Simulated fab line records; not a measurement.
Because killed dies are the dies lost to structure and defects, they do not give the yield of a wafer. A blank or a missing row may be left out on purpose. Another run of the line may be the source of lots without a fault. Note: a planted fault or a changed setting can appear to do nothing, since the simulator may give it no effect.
fab line records | flow nandHarc
record lots=6 wafers=18 lastDay=33
route steps=1302 shown A_SGD_CUT@896 END@1302
lots untouched by any fault: they come from a run of this same line in which no faults occurred
startH: hours from the record's first day to the start of the lot's first wafer shown | waitH: hours elapsed since this lot's preceding step | " the same as in the row above | L1.1+2: several wafers, shown together as one row | - either no value or no given start | * or withheld: withheld | < > ~ a bound
route shown NAME@n: names a module that has steps shown in the file, with the first one's number in the route | usual: mean/standard deviation taken from wafers without a fault | same: alike in all rows | chamber/n: place in a boat | sites: readings site by site | _std_site: their standard deviation | _edge_site: inner sites' mean taken away from outer sites' mean | radiusMm: for every site, how far away it sits from the centre of the wafer | mask NAME#n: copy n | behind: the tool/chamber that last shaped the wafer | hold: what put the lot on hold/how long, in hours/how the hold closed | device: the transistor (n, p or np) that didn't switch | end of line: tests of these same wafers at the route's end | where a step has no rows: the recipe by itself | killed: dies lost to structure and defects at the first sort, not the wafer's yield | map: shows each die of a wafer: x if killed, . if not, _ if none is there
set.NAME: the run value of the setting; set.NAME@STEP: its run value at that earlier step | model.NAME: the simulator's own value behind a step, which no gauge read
a table for each step, a row for each wafer; lots at some steps of the route
services: a tool's chamber out of use, with start hour (startH, from the record's first day; less than 0 if before it), hours out, and reason
## steps
# step NHARC_A_SGD_CUT_SOFTBAKE_04
# recipe tempC=105 timeS=55
# step NHARC_A_SGD_CUT_EBR_05
# step NHARC_A_SGD_CUT_EXPOSE_06
# recipe na=1.35 doseMj=85.59 maskId=SGD
# step NHARC_A_SGD_CUT_PEB_07
# recipe pebTempC=100 pebTimeS=65
# step NHARC_A_SGD_CUT_DEVELOP_08
# recipe developTimeS=35 devTempC=23
# step NHARC_A_SGD_CUT_CD_MEAS_09
# recipe targetCdNm=100 landingEnergyEv=500
# usual cdNm=99.8/0.45
# columns lot.wafer tool chamber startH waitH cdNm
L960.2 cdSem-02 0 428.22 - 99.4
L960.3 " 0 " " 99.9
L960.4 " 0 " " 100.3
L968.1 cdSem-03 0 527.12 - 99.4
L968.2 " 0 " " 99.7
L968.4 " 0 " " 99.5
L977.2 cdSem-02 0 594.06 - 99.5
L977.4 " 0 " " 99.1
L977.6 " 0 " " 99.3
L976.1 cdSem-03 0 601.51 - 99.7
L976.2 " 0 " " 99.6
L976.5 " 0 " " 99.0
L983.1 cdSem-01 0 659.14 - 100.5
L983.2 " 0 " " 99.2
L983.6 " 0 " " 99.9
L981.1 cdSem-02 0 659.98 - 100.6
L981.2 " 0 " " 100.0
L981.3 " 0 " " 100.0
# step NHARC_A_SGD_CUT_OVL_MEAS_10
# usual overlayXNm=0.0/0.86 overlayYNm=-0.3/0.67
# columns lot.wafer tool chamber startH waitH overlayXNm overlayYNm
L960.2 overlay-02 - 428.30 - 1.2 -1.3
L960.3 " - " " 0.0 -0.8
L960.4 " - " " 0.7 -0.8
L968.1 overlay-01 - 527.21 - -0.6 0.6
L968.2 " - " " -0.5 0.3
L968.4 " - " " -1.1 0.3
L977.2 overlay-02 - 594.15 - 0.7 -0.2
L977.4 " - " " 0.5 0.0
L977.6 " - " " 0.4 -0.5
L976.1 overlay-02 - 601.60 - 0.4 -0.8
L976.2 " - " " 0.2 -1.0
L976.5 " - " " 0.1 -1.1
L983.1 overlay-01 - 659.23 - -0.4 0.3
L983.2 " - " " 0.2 0.4
L983.6 " - " " 0.1 0.2
L981.1 overlay-02 - 660.07 - 0.3 0.6
L981.2 " - " " 0.5 -0.7
L981.3 " - " " 0.6 0.0
# step NHARC_A_SGD_CUT_INSPECT_11
# usual rawDefectCount=50/25
# columns lot.wafer tool chamber startH waitH rawDefectCount
L960.2 defectInspect-01 - 428.34 0.0 65
L960.3 " - " " 67
L960.4 " - " " 53
L968.1 defectInspect-01 - 527.25 0.0 38
L968.2 " - " " 27
L968.4 " - " " 26
L977.2 defectInspect-01 - 594.19 0.0 70
L977.4 " - " " 53
L977.6 " - " " 60
L976.1 defectInspect-02 - 601.63 0.0 10
L976.2 " - " " 29
L976.5 " - " " 20
L983.1 defectInspect-01 - 659.27 0.0 22
L983.2 " - " " 31
L983.6 " - " " 24
L981.1 defectInspect-01 - 660.11 0.0 74
L981.2 " - " " 67
L981.3 " - " " 80
# step NHARC_A_SGD_CUT_DESCUM_14
# recipe timeS=3 o2FlowSccm=200 arFlowSccm=0 biasPowerW=0 chemistry=O2
# usual drypumpMotorCurrentA=5.8/0.46 oesProductAu=1.001/0.0097 rfVppV=57.9/0.92 showerheadPlenumPTorr=1.96/0.068 throttleValvePct=11.312/0.009
# columns lot.wafer tool chamber startH waitH drypumpMotorCurrentA oesProductAu rfHoursCounterH rfVppV showerheadPlenumPTorr throttleValvePct
L960.2 rieDiel-04 0 428.40 0.1 5.1 1.003 4 57.2 2.04 11.313
L960.3 " 1 " " 6.2 0.995 4 57.5 2.01 11.324
L960.4 " 2 " " 5.4 1.000 5 58.8 2.03 11.317
L968.1 rieDiel-06 1 527.31 0.1 5.7 0.998 4 58.6 2.02 11.317
L968.2 " 3 " " 5.3 1.012 3 58.9 2.01 11.303
L968.4 " 0 " " 6.5 1.003 3 57.1 1.84 11.284
L977.2 rieDiel-04 1 594.26 0.1 6.2 0.994 2 58.6 2.01 11.313
L977.4 " 3 " " 6.1 0.998 3 57.0 1.88 11.312
L977.6 " 0 " " 5.1 1.003 - 57.7 2.03 11.294
L976.1 rieDiel-04 1 601.69 0.1 6.2 0.996 3 57.6 2.01 11.311
L976.2 " 0 " " 5.1 1.001 4 59.5 2.03 11.326
L976.5 " 2 " " 5.4 1.009 - 57.7 2.03 11.312
L983.1 rieDiel-05 1 659.33 0.1 6.3 1.006 3 58.0 1.94 11.319
L983.2 " 3 " " 5.4 0.992 3 57.1 1.86 11.301
L983.6 " 3 " " 5.4 0.991 - 58.2 1.86 11.313
L981.2 rieDiel-05 2 660.17 0.1 5.5 0.999 3 59.5 1.98 11.314
L981.3 " 3 " " 5.4 0.972 3 59.4 1.86 11.307
L981.1 " 1 " " 6.3 0.984 3 57.9 1.94 11.320
# step NHARC_A_SGD_CUT_ETCH_58
# recipe targetDepthA=390 overEtchFrac=0.3 timeS=65 ionEnergyEv=80 cf4FlowSccm=150 arFlowSccm=0 rfW=300 biasW=100 chemistry=CF4
# usual drypumpMotorCurrentA=5.8/0.47 oesProductAu=1.000/0.0097 rfFwdPowerW=296.8/1.2 rfVppV=151.7/1.1 runLengthS=86.3/0.38 showerheadPlenumPTorr=1.81/0.06 throttleValvePct=13.284/0.0082
# columns lot.wafer tool chamber startH waitH drypumpMotorCurrentA oesProductAu rfFwdPowerW rfHoursCounterH rfVppV runLengthS showerheadPlenumPTorr throttleValvePct
L960.2 rieDiel-04 1 428.49 0.1 6.2 1.013 298.1 4 152.4 86.2 1.85 13.281
L960.3 " 2 " " 5.4 1.002 298.9 5 153.5 86.2 1.87 13.289
L960.4 " 3 " " 6.1 1.025 298.2 3 151.8 86.2 1.74 13.293
L968.2 rieDiel-06 0 527.40 0.1 6.4 0.995 294.4 3 151.2 86.9 1.70 13.277
L968.1 " 1 " " 5.7 0.989 296.0 4 152.8 86.1 1.86 13.296
L968.4 " 3 " " 5.3 1.015 299.1 3 152.2 86.9 1.85 13.288
L977.2 rieDiel-04 0 594.33 0.1 5.1 1.012 296.9 3 152.2 85.9 1.87 13.289
L977.4 " 1 " " 6.2 0.995 296.9 2 152.8 86.0 1.85 13.277
L977.6 " 1 " " 6.2 1.003 297.0 - 151.2 86.3 1.85 13.286
L976.2 rieDiel-04 0 601.78 0.1 5.1 0.984 296.5 4 152.9 85.9 1.87 13.281
L976.1 " 1 " " 6.2 1.004 298.1 3 151.5 86.3 1.85 13.276
L976.5 " 0 " " 5.1 0.993 296.4 - 153.5 86.0 1.87 13.295
L983.2 rieDiel-05 2 659.44 0.1 5.5 0.994 295.5 2 150.7 85.6 1.82 13.277
L983.1 " 3 " " 5.3 0.981 297.6 3 150.7 86.1 1.72 13.275
L983.6 " 2 " " 5.5 0.996 296.9 - 152.9 86.4 1.82 13.285
L981.2 rieDiel-05 1 660.27 0.1 6.3 1.002 295.2 3 152.1 86.1 1.79 13.294
L981.1 " 2 " " 5.4 0.992 297.1 3 151.5 85.9 1.82 13.288
L981.3 " 3 " " 5.4 0.990 296.9 3 149.8 86.4 1.72 13.278
# step NHARC_A_SGD_CUT_ETCH_59
# recipe targetDepthA=2600 overEtchFrac=0.25 timeS=406.25 ionEnergyEv=200 n2FlowSccm=150 h2FlowSccm=150 arFlowSccm=0 rfW=400 biasW=150 chemistry=N2/H2
# usual drypumpMotorCurrentA=5.8/0.45 oesProductAu=0.999/0.0085 rfFwdPowerW=399.0/1.2 rfVppV=431.8/2.3 runLengthS=427.4/0.37 showerheadPlenumPTorr=2.09/0.075 throttleValvePct=14.171/0.0097
# columns lot.wafer tool chamber startH waitH drypumpMotorCurrentA oesProductAu rfFwdPowerW rfHoursCounterH rfVppV runLengthS showerheadPlenumPTorr throttleValvePct
L960.4 rieDiel-04 3 - - 6.1 1.006 397.5 3 430.4 426.9 2.00 14.171
L960.3 " 0 " " 5.1 1.001 398.8 4 434.9 427.4 2.17 14.174
L960.2 " 2 " " 5.4 1.015 402.2 5 432.8 427.5 2.16 14.163
L968.4 rieDiel-06 2 - - 6.2 1.001 399.6 4 433.2 427.4 2.15 14.160
L968.1 " 3 " " 5.3 1.002 398.4 3 433.0 427.5 2.15 14.169
L968.2 " 1 " " 5.8 0.989 399.5 4 434.4 427.3 2.15 14.164
L977.4 rieDiel-04 0 - - 5.1 0.994 398.5 3 433.0 427.4 2.17 14.164
L977.2 " 2 " " 5.4 1.007 398.7 3 435.7 427.3 2.16 14.156
L977.6 " 0 " " 5.1 0.998 398.2 - 435.0 427.2 2.17 14.163
L976.2 rieDiel-04 3 - - 6.1 1.002 398.8 4 430.4 426.8 2.00 14.181
L976.1 " 0 " " 5.1 0.994 399.1 4 433.8 427.3 2.17 14.179
L976.5 " 2 " " 5.4 0.997 401.1 - 433.6 427.3 2.16 14.171
L983.2 rieDiel-05 1 - - 6.3 0.996 398.4 3 431.7 427.3 2.07 14.172
L983.1 " 2 " " 5.5 0.996 399.0 2 432.3 427.5 2.11 14.184
L983.6 " 3 " " 5.4 0.992 398.0 - 427.6 427.4 1.98 14.171
L981.2 rieDiel-05 2 - - 5.5 1.007 398.7 3 432.6 426.9 2.11 14.170
L981.3 " 3 " " 5.4 0.996 398.7 4 427.3 427.6 1.98 14.159
L981.1 " 1 " " 6.3 0.990 399.1 4 432.2 427.0 2.07 14.170
# step NHARC_A_SGD_CUT_ETCH_15
# recipe targetDepthA=750 timeS=64.3 ch3fFlowSccm=50 o2FlowSccm=30 arFlowSccm=200 rfW=500 biasW=100 chemistry=CH3F/O2
# usual drypumpMotorCurrentA=5.8/0.45 oesProductAu=0.961/0.019 rfFwdPowerW=494.6/2 rfVppV=264.7/1.5 runLengthS=85.5/0.37 showerheadPlenumPTorr=2.51/0.086 throttleValvePct=20.662/0.0084
# columns lot.wafer tool chamber startH waitH drypumpMotorCurrentA oesProductAu rfFwdPowerW rfHoursCounterH rfVppV runLengthS showerheadPlenumPTorr throttleValvePct
L960.4 rieDiel-04 2 - - 5.4 0.984 495.2 5 266.6 85.4 2.60 20.658
L960.2 " 3 " " 6.1 1.003 495.7 3 262.6 85.7 2.42 20.663
L960.3 " 1 " " 6.2 0.968 493.8 4 265.7 85.9 2.58 20.670
L968.2 rieDiel-06 0 - - 6.5 0.985 496.6 3 262.3 86.3 2.36 20.656
L968.1 " 1 " " 5.7 0.948 489.5 4 266.2 85.8 2.59 20.674
L968.4 " 2 " " 6.1 0.965 493.8 4 266.7 86.3 2.58 20.668
L977.2 rieDiel-04 2 - - 5.4 0.970 496.0 3 265.2 85.4 2.60 20.662
L977.4 " 3 " " 6.1 0.971 496.2 4 262.7 84.9 2.42 20.654
L977.6 " 2 " " 5.4 0.975 496.7 - 265.6 85.9 2.60 20.642
L976.1 rieDiel-04 0 - - 5.1 0.980 491.8 4 266.4 85.6 2.61 20.669
L976.2 " 3 " " 6.1 0.975 498.0 4 263.0 85.1 2.42 20.656
L976.5 " 0 " " 5.1 0.973 494.3 - 265.6 85.1 2.61 20.672
L983.2 rieDiel-05 2 - - 5.5 0.962 492.7 3 264.5 85.2 2.54 20.657
L983.1 " 3 " " 5.4 0.954 494.4 3 262.9 85.4 2.39 20.652
L983.6 " 1 " " 6.3 0.962 494.1 - 264.7 85.2 2.50 20.655
L981.1 rieDiel-05 1 - - 6.3 0.949 494.1 4 266.0 85.1 2.50 20.659
L981.2 " 2 " " 5.5 0.939 495.7 3 265.1 85.2 2.54 20.667
L981.3 " 3 " " 5.3 0.937 497.6 4 261.3 85.8 2.39 20.666
# step NHARC_A_SGD_CUT_ETCH_16
# recipe targetDepthA=3105 timeS=155.2 c4f8FlowSccm=withheld o2FlowSccm=8 arFlowSccm=withheld rfW=600 biasW=800 chemistry=C4F8/O2/Ar
# usual oesProductAu=0.971/0.016 rfFwdPowerW=596.9/2 rfVppV=725/3.5 runLengthS=176.4/0.36
# columns lot.wafer tool chamber startH waitH oesProductAu rfFwdPowerW rfHoursCounterH rfVppV runLengthS
L960.3 rieDiel-04 2 428.99 - 0.991 598.7 5 727 176.7
L960.4 " 3 " " 1.017 598.2 3 721 175.8
L960.2 " 0 " " 0.970 595.0 4 730 176.5
L968.1 rieDiel-06 0 527.94 - 0.976 594.8 3 720 177.1
L968.2 " 2 " " 0.964 597.4 4 727 176.5
L968.4 " 3 " " 0.983 600.9 3 727 176.3
L977.2 rieDiel-04 0 594.83 - 0.974 - 4 730 163.8
L977.4 " 2 " " 0.982 599.3 3 729 177.0
L977.6 " 3 " " 0.982 596.1 - 721 176.0
L976.1 rieDiel-04 3 602.26 - 0.973 598.0 4 722 176.1
L976.2 " 1 " " 0.968 596.4 3 728 176.5
L976.5 " 0 " " 0.988 - - 729 163.4
L983.1 rieDiel-05 1 660.00 - 0.974 594.0 3 725 176.0
L983.2 " 3 " " 0.963 596.3 3 721 176.3
L983.6 " 2 " " 0.959 595.7 - 727 176.0
L981.3 rieDiel-05 2 660.90 - 0.952 598.0 3 726 176.2
L981.2 " 3 " " 0.955 597.7 4 721 176.4
L981.1 " 1 " " 0.953 600.4 4 724 176.0
# step NHARC_A_SGD_CUT_STRIP_60
# recipe c4f8FlowSccm=withheld o2FlowSccm=8 arFlowSccm=withheld biasW=0 chemistry=C4F8/O2/Ar
# step NHARC_END_SORT_01
# recipe tempC=25
# usual killedAtArray=52/18 killedAtOther=1.2/1.5 killedAtPeriphery=4/3.2 killedDies=57/17 killedOpen=3.1/1.9 killedShort=2.5/1.7
# same grossDies=677
# columns lot.wafer tool chamber startH waitH hold killedAtArray killedAtOther killedAtPeriphery killedDies killedOpen killedShort
L960.2 prober-02 0 555.54 2.8 - 32 6 1 39 5 0
L960.3 prober-02 0 556.34 3.1 - 31 1 1 33 1 2
L960.4 prober-02 0 557.14 3.4 - 37 5 3 45 2 1
L968.1 prober-01 0 655.24 2.5 - 37 1 10 48 8 1
L968.2 prober-01 0 656.04 2.8 - 29 0 4 33 3 2
L968.4 prober-01 0 657.65 3.4 - 23 0 3 26 1 3
L977.2 prober-01 0 715.94 2.8 awaitDispo/2.1h/release 390 1 1 392 2 4
L977.4 prober-01 0 717.53 3.4 awaitDispo/2.1h/release 34 0 3 37 4 1
L977.6 prober-01 0 719.12 4.0 awaitDispo/2.1h/release 35 0 2 37 1 1
L976.1 prober-02 0 727.10 2.5 awaitDispo/5.4h/release 48 4 0 52 2 1
L976.2 prober-02 0 727.90 2.8 awaitDispo/5.4h/release 58 2 1 61 3 4
L976.5 prober-02 0 730.29 3.7 awaitDispo/5.4h/release 385 2 3 390 7 4
L983.1 prober-02 0 789.36 2.5 - 44 0 2 46 1 3
L983.2 prober-02 0 790.16 2.8 - 44 1 3 48 4 5
L983.6 prober-02 0 793.35 4.0 - 46 0 3 49 8 1
L981.1 prober-01 0 793.15 2.5 - 64 2 1 67 6 1
L981.2 prober-01 0 793.94 2.8 - 55 1 4 60 2 3
L981.3 prober-01 0 794.73 3.1 - 67 2 2 71 5 3
# killed by level:class
L960.2 A_CHANNEL_HOLE_D1:chamberFilmFlake=22 THIN_TSV:chamberFilmFlake=6 A_CHANNEL_HOLE_D2:chamberFilmFlake=4 A_ONON_D1:geometricParticle:open=1 A_CHANNEL_FILL_D2:geometricParticle:open=1 A_WL_FILL:geometricParticle:open=1 A_BLC:geometricParticle:open=1 A_M0:geometricParticle:open=1
L960.3 A_CHANNEL_HOLE_D1:chamberFilmFlake=20 A_CHANNEL_HOLE_D2:chamberFilmFlake=4 A_CONTACT:chamberFilmFlake=2 A_CHANNEL_HOLE_D1:geometricParticle:short=1 A_DECK1_JOINT:geometricParticle:short=1 A_ONON_D2:geometricParticle:open=1 P_CONTACT:chamberFilmFlake=1 A_CHANNEL_FILL_D2:chamberFilmFlake=1
L960.4 A_CHANNEL_HOLE_D1:chamberFilmFlake=29 THIN_TSV:chamberFilmFlake=5 A_CHANNEL_HOLE_D2:chamberFilmFlake=2 A_CHANNEL_FILL_D1:geometricParticle:short=1 A_CHANNEL_FILL_D1:geometricParticle:open=1 A_DECK1_JOINT:geometricParticle:open=1 P_ZERO_WELL:chamberFilmFlake=1 P_GATE:chamberFilmFlake=1
L968.1 A_CHANNEL_HOLE_D2:chamberFilmFlake=12 A_CHANNEL_HOLE_D1:chamberFilmFlake=7 A_STAIRCASE:chamberFilmFlake=7 P_CONTACT:chamberFilmFlake=5 A_CHANNEL_FILL_D2:chamberFilmFlake=3 P_GATE:geometricParticle:open=1 P_M0:geometricParticle:open=1 P_M1:geometricParticle:open=1
L968.2 A_CHANNEL_HOLE_D2:chamberFilmFlake=9 A_STAIRCASE:chamberFilmFlake=6 A_CHANNEL_HOLE_D1:chamberFilmFlake=4 A_SLIT:chamberFilmFlake=3 P_CONTACT:chamberFilmFlake=2 A_CONTACT:chamberFilmFlake=2 P_M0:geometricParticle:open=1 P_M1:geometricParticle:open=1
L968.4 A_CHANNEL_HOLE_D2:chamberFilmFlake=7 A_CHANNEL_HOLE_D1:chamberFilmFlake=4 P_CONTACT:chamberFilmFlake=3 A_STAIRCASE:chamberFilmFlake=3 A_ONON_D1:geometricParticle:short=2 A_SLIT:chamberFilmFlake=2 A_CONTACT:chamberFilmFlake=2 A_CHANNEL_HOLE_D2:geometricParticle:short=1
L977.2 A_SGD_CUT:areaEtch=333 A_CHANNEL_HOLE_D1:chamberFilmFlake=40 A_SLIT:chamberFilmFlake=4 A_STAIRCASE:chamberFilmFlake=3 A_CHANNEL_FILL_D1:chamberFilmFlake=2 A_CHANNEL_FILL_D1:geometricParticle:short=1 A_ONON_D2:geometricParticle:short=1 A_CHANNEL_FILL_D2:geometricParticle:short=1
L977.4 A_CHANNEL_HOLE_D1:chamberFilmFlake=16 A_STAIRCASE:chamberFilmFlake=5 A_SLIT:chamberFilmFlake=3 A_BLC:chamberFilmFlake=3 A_CONTACT:chamberFilmFlake=2 P_CONTACT:geometricParticle:short=1 P_M0:geometricParticle:open=1 A_DECK1_JOINT:geometricParticle:open=1
L977.6 A_CHANNEL_HOLE_D1:chamberFilmFlake=18 A_STAIRCASE:chamberFilmFlake=5 A_SLIT:chamberFilmFlake=5 A_CHANNEL_FILL_D1:chamberFilmFlake=3 P_M0:geometricParticle:open=1 A_SLIT:geometricParticle:short=1 P_GATE:chamberFilmFlake=1 A_DECK1_JOINT:chamberFilmFlake=1
L976.1 A_SLIT:chamberFilmFlake=34 A_CHANNEL_HOLE_D1:chamberFilmFlake=6 THIN_TSV:chamberFilmFlake=4 A_CONTACT:chamberFilmFlake=3 A_DECK1_JOINT:geometricParticle:open=1 A_ONON_D2:geometricParticle:short=1 A_CHANNEL_FILL_D2:geometricParticle:open=1 A_CHANNEL_FILL_D2:chamberFilmFlake=1
L976.2 A_SLIT:chamberFilmFlake=30 A_CHANNEL_HOLE_D1:chamberFilmFlake=14 A_STAIRCASE:chamberFilmFlake=4 A_CONTACT:chamberFilmFlake=3 THIN_TSV:chamberFilmFlake=2 A_ONON_D1:geometricParticle:short=1 A_CHANNEL_FILL_D1:geometricParticle:short=1 A_ONON_D2:geometricParticle:short=1
L976.5 A_SGD_CUT:areaEtch=333 A_SLIT:chamberFilmFlake=28 A_CHANNEL_HOLE_D1:chamberFilmFlake=7 A_STAIRCASE:chamberFilmFlake=3 A_CHANNEL_FILL_D1:geometricParticle:open=2 A_DECK1_JOINT:geometricParticle:open=2 A_CHANNEL_FILL_D2:chamberFilmFlake=2 THIN_TSV:chamberFilmFlake=2
L983.1 A_SLIT:chamberFilmFlake=29 A_CHANNEL_HOLE_D1:chamberFilmFlake=8 A_STAIRCASE:chamberFilmFlake=2 A_ONON_D1:geometricParticle:short=1 A_SGD_CUT:geometricParticle:short=1 A_SLIT:geometricParticle:open=1 A_WL_FILL:geometricParticle:short=1 P_STI:chamberFilmFlake=1
L983.2 A_SLIT:chamberFilmFlake=18 A_CHANNEL_HOLE_D1:chamberFilmFlake=12 A_STAIRCASE:chamberFilmFlake=3 A_CONTACT:chamberFilmFlake=3 P_CONTACT:geometricParticle:open=2 A_CHANNEL_FILL_D1:geometricParticle:short=2 A_CHANNEL_FILL_D1:geometricParticle:open=1 A_DECK1_JOINT:geometricParticle:open=1
L981.1 A_CHANNEL_HOLE_D2:chamberFilmFlake=27 A_CHANNEL_HOLE_D1:chamberFilmFlake=14 A_SLIT:chamberFilmFlake=10 A_ZERO_WELL:chamberFilmFlake=2 A_CONTACT:chamberFilmFlake=2 THIN_TSV:chamberFilmFlake=2 P_M0:geometricParticle:open=1 A_ONON_D1:geometricParticle:open=1
L983.6 A_SLIT:chamberFilmFlake=29 A_CHANNEL_HOLE_D1:chamberFilmFlake=7 P_M0:geometricParticle:open=3 A_ONON_D1:geometricParticle:open=2 A_CHANNEL_HOLE_D2:chamberFilmFlake=2 A_SOURCE_PLATE:geometricParticle:open=1 A_CHANNEL_HOLE_D1:geometricParticle:short=1 A_ONON_D2:geometricParticle:open=1
L981.2 A_CHANNEL_HOLE_D2:chamberFilmFlake=23 A_CHANNEL_HOLE_D1:chamberFilmFlake=17 A_SLIT:chamberFilmFlake=6 A_ONON_D2:geometricParticle:short=2 A_CONTACT:geometricParticle:open=2 P_ZERO_WELL:chamberFilmFlake=2 A_WL_FILL:chamberFilmFlake=2 P_M2:geometricParticle:short=1
L981.3 A_CHANNEL_HOLE_D2:chamberFilmFlake=25 A_CHANNEL_HOLE_D1:chamberFilmFlake=23 A_SLIT:chamberFilmFlake=4 A_CONTACT:chamberFilmFlake=3 A_CHANNEL_FILL_D2:geometricParticle:open=2 A_ZERO_WELL:chamberFilmFlake=2 A_STAIRCASE:chamberFilmFlake=2 THIN_TSV:chamberFilmFlake=2
# map L976.5 (x killed, . not)
____________x____________
_________xxxxxxx_________
_______xxxx.xxxx.x_______
______xxx.xx.xxxxxx______
_____xx.xx.x.x.xxx.x_____
____xxxxx.xx.x.xx.x.x____
____x.xx.xxx.x.xx.xxx____
___xxxxxx.xx..x....xxx___
___.xxx.x.....xx.xxxxx___
__xxxx.xxx.xx...xx.xxxx__
__xx.xxx.....x..x.x...x__
_xxx.xx.xx....x...x..xxx_
_xxxxxxxxx..x..xx..xx.xx_
_xxxxxx.x.......x.xxxxxx_
_xxx.xxxx...x...x....xxx_
_xxxxxxxx..x....xxxx.xxx_
xxxxxxxx.x....x..x......x
xxxx.xx.x.x.........x.xxx
xxx..x..xx.......x.x.xxxx
.xxx...xx...........xxx.x
xxxx.x...x........xxxxxxx
_.x.x.xx.....x..xx..xxx._
_xxxx......x..x...xx..x._
_xxx.x.x...x...x....xxxx_
_x.x.....xx........x..x._
_xxxxx........x..x.xxxxx_
__..xxx.x.x.x...x..xxxx__
__x.xxx.....x..x.xxxxxx__
___.xx.x.x...x....xx.x___
___xxxxxxx.x..x..xxx.x___
____xx.xxxxxxxx..x...____
____xx.x.x.xx.xx.x..x____
_____x.xxx...xxx.xxx_____
______xxxxxxxxxxxxx______
_______xxx.xxxx.xx_______
_________xxxxxxx_________
____________x____________
# map L977.2 (x killed, . not)
____________x____________
_________.x..x.x_________
_______..xxxxxxxxx_______
______xxxxxxxx..xxx______
_____xxxxxxxx.xx.xxx_____
____xxxx.x..xxxxxx.xx____
____x.x.x...x..x.xxxx____
___xxxxx.xx.xx..xxxxxx___
___xxxxx.x..x...x..xxx___
__xx.xxxx..xx.....xxxxx__
__x.x.x.........x..xxxx__
_xxx.xx......x....xxxxxx_
_x.x.x.x..x....xxxxxx.xx_
_x..x.x.x......x.xxxxxxx_
_xxx....x....x....xxxxxx_
_x.x.x..x.x.....xx...x.x_
xxxxx....x.........xxx.xx
xx.x.xxxx..........x..xxx
xxxx.x.......xx...xxxxxxx
xx.xxxx...x...xx..x.xxxxx
xxxxx...x.........x...xxx
_.xxxx..........x.xxxxxx_
_.xx..x....x.....x..xxxx_
_xx.x.x..........x.xx.xx_
_xxxx...x...x..xx...xxxx_
_xxxx.xxx..x...x.xx.xxxx_
__.xx.xxx...x...xx..xxx__
__..xx.x.....x.x.x.xxxx__
___x.x.xxx..x.x.x.xxxx___
___xx.xx..x...xx.xx.xx___
____xxx.xxx..x.xxx.xx____
____xx.xxx.xxxxxxxxxx____
_____xx.xxxx..x.xxxx_____
______xxx.xxxxxxxxx______
_______xxx.xxxxxxx_______
_________xxxxxxx_________
____________x____________
## services
# columns tool chamber startH hours kind
rieDiel-06 2 404.67 1.7 repair
rieDiel-05 - 406.60 9.0 pm
rieDiel-04 0 412.90 - clean
rieDiel-04 1 412.90 - clean
rieDiel-04 2 412.90 - clean
rieDiel-04 3 412.90 - clean
rieDiel-05 - 422.92 0.5 repair
rieDiel-04 0 437.42 - clean
rieDiel-04 - 470.88 1.2 repair
rieDiel-06 - 484.23 9.0 pm
rieDiel-06 1 498.65 4.1 repair
rieDiel-04 2 499.89 12.8 repair
rieDiel-04 3 500.92 15.8 repair
rieDiel-04 - 501.60 0.7 repair
rieDiel-04 - 531.90 9.0 pm
rieDiel-05 1 545.71 4.2 repair
rieDiel-05 1 552.08 10.0 repair
rieDiel-05 0 572.87 14.0 repair
rieDiel-05 - 583.60 9.0 pm
rieDiel-04 1 584.49 7.1 repair
rieDiel-04 0 603.18 10.1 repair
rieDiel-05 2 617.42 7.7 repair
rieDiel-06 3 648.63 3.7 repair
rieDiel-05 0 656.66 4.6 repair
## key
firstSign step=NHARC_A_SGD_CUT_ETCH_16 reading=runLengthS direction=down sigmas=35 usual=* struck=*
effect step=NHARC_END_SORT_01 reading=killedDies direction=up sigmas=20 usual=57 struck=391
moreKillsBornAt NHARC_A_SGD_CUT_ETCH_16@rieDiel-04=666
metAt NHARC_A_SGD_CUT_ETCH_16
struckWafers L976.5,L977.2
testerLeftOut L976,L977
onsetBetween 428.99 594.83
fault kind=processParameterDrift tool=rieDiel-04 chamber=0 onsetH=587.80 steps=NHARC_A_SGD_CUT_ETCH_16 channel=timeS offset=* shape=step endH=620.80 actsIn=* stated=*
# testerLeftOut: of these lots the tester's yield and bins aren't shown, on N5 and GAA mostly nor the transistor test; their killed dies are dies lost to structure and defects alone, not to doping, threshold or leakage, so they don't give the yield
